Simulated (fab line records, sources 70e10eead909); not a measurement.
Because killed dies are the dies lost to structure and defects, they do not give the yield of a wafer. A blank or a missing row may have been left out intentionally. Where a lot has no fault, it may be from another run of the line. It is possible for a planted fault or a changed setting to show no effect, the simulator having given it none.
A struck lot beside a sound one | flow nand_harc | 13 steps out of a route of 1302
Sound: these wafers, L907.2, L907.3, L907.4. Wafers L919.1, L919.5, L919.6 were the ones struck. The cause is named last.
At each step with rows: each side's tool, then ch and its chambers, then its first start. Under that, the readings that differ: sound wafers | struck wafers | difference of the means | sigmas: that difference in standard deviations of wafers without a fault.
alike: words and numbers the same on both sides, and readings whose means are apart by under 2 such deviations; not compared: readings that were withheld, readings missing a value for some wafer, numbers with overlapping values and no deviation given by the record, and bounds like >300 which may hide the same value.
Wherever a step has rows on one side only, a row that says differs or no value, or a row with sigmas, the two part there. When numbers do not overlap yet have no deviation, they are printed without sigmas and do not part them. Lack of a reading on every wafer of one side parts them only where that side has two or more wafers.

NHARC_A_CHANNEL_FILL_D1_ALD_15: deposits SiNx, target thk 2 nm, pulse time 60 s, ald cycles 19.
  sound: ald_sin_batch-03 ch 0; struck: ald_sin_batch-02 ch 0
  alike: ald_cycles, precursor_pulse_height_rel
NHARC_A_CHANNEL_FILL_D1_ALD_16: deposits SiO2, target thk 1.5 nm, pulse time 10 s, ald cycles 15.
  sound on ald_hk-01 ch 0,1,3, day 10 12:37; struck on ald_hk-04 ch 2,3, day 16 00:23
  alike: ald_cycles, heater_power_w, precursor_pulse_height_rel
then, 2 steps without rows for these wafers: NHARC_A_CHANNEL_FILL_D1_ANNEAL_17 (time 1800 s); NHARC_A_CHANNEL_FILL_D1_CVD_18 (deposits poly-Si, target thk 3 nm).
NHARC_A_CHANNEL_FILL_D1_ETCHBACK_19: etches the open film in HBr/Cl2, target depth 5 nm, time 1.7 s.
  sound on rie_si-04 ch 0,1,3, day 11 02:39; struck on rie_si-02 ch 1,2, day 16 12:43
  alike: bias_w, drypump_motor_current_A, mfc_cl2_sccm, oes_product_au, throttle_valve_pct
  not compared: rf_hours_counter_h
then, 1 step without rows for these wafers: NHARC_A_CHANNEL_FILL_D1_ETCHBACK_20 (etches the open film in C4F8/O2/Ar, target depth 27 nm, time 13.5 s).
NHARC_A_CHANNEL_FILL_D1_STRIP_28: strips in O2, time 20 s.
  sound on rie_diel-05 ch 0,1,3, day 11 02:52; struck on rie_diel-05 ch 0,1,2, day 16 12:57
  reading                | sound                | struck               | difference | sigmas
  throttle_valve_pct (%) | 17.039 17.037 17.052 | 17.036 17.014 17.018 | -0.020     | -2
  alike: drypump_motor_current_A, oes_product_au, rf_vpp_V, showerhead_plenum_p_Torr
  not compared: rf_hours_counter_h
then, 4 steps without rows for these wafers: NHARC_A_CHANNEL_FILL_D1_PRECLEAN_21 (cleans in dHF, time 30 s); NHARC_A_CHANNEL_FILL_D1_SRD_23; NHARC_A_CHANNEL_FILL_D1_CVD_05 (deposits poly-Si, target thk 5 nm); NHARC_A_CHANNEL_FILL_D1_ANNEAL_22 (time 7200 s).
NHARC_A_CHANNEL_FILL_D1_ALD_25: deposits SiOx, target thk 60 nm, pulse time 10 s, ald cycles 600.
  sound on ald_hk-03 ch 1,2,3, day 11 16:05; struck on ald_hk-01 ch 2,3, day 17 02:38
  reading    | sound       | struck      | difference | sigmas
  ald_cycles | 600 600 600 | 816 816 816 | +216       |
  alike: heater_power_w, precursor_pulse_height_rel
NHARC_A_CHANNEL_FILL_D1_ETCHBACK_08: etches the open film in C4F8, target depth 220 nm, time 110 s.
  sound: rie_diel-03 ch 0,2,3; struck: rie_diel-12 ch 0,3
  alike: oes_product_au, rf_vpp_V
  not compared: rf_hours_counter_h

## WHERE THEY PART
NHARC_A_CHANNEL_FILL_D1_STRIP_28 only, going by this record. Later steps at which nothing parts them and some readings are alike: NHARC_A_CHANNEL_FILL_D1_ALD_25, NHARC_A_CHANNEL_FILL_D1_ETCHBACK_08.

WHY: what the simulator had put in
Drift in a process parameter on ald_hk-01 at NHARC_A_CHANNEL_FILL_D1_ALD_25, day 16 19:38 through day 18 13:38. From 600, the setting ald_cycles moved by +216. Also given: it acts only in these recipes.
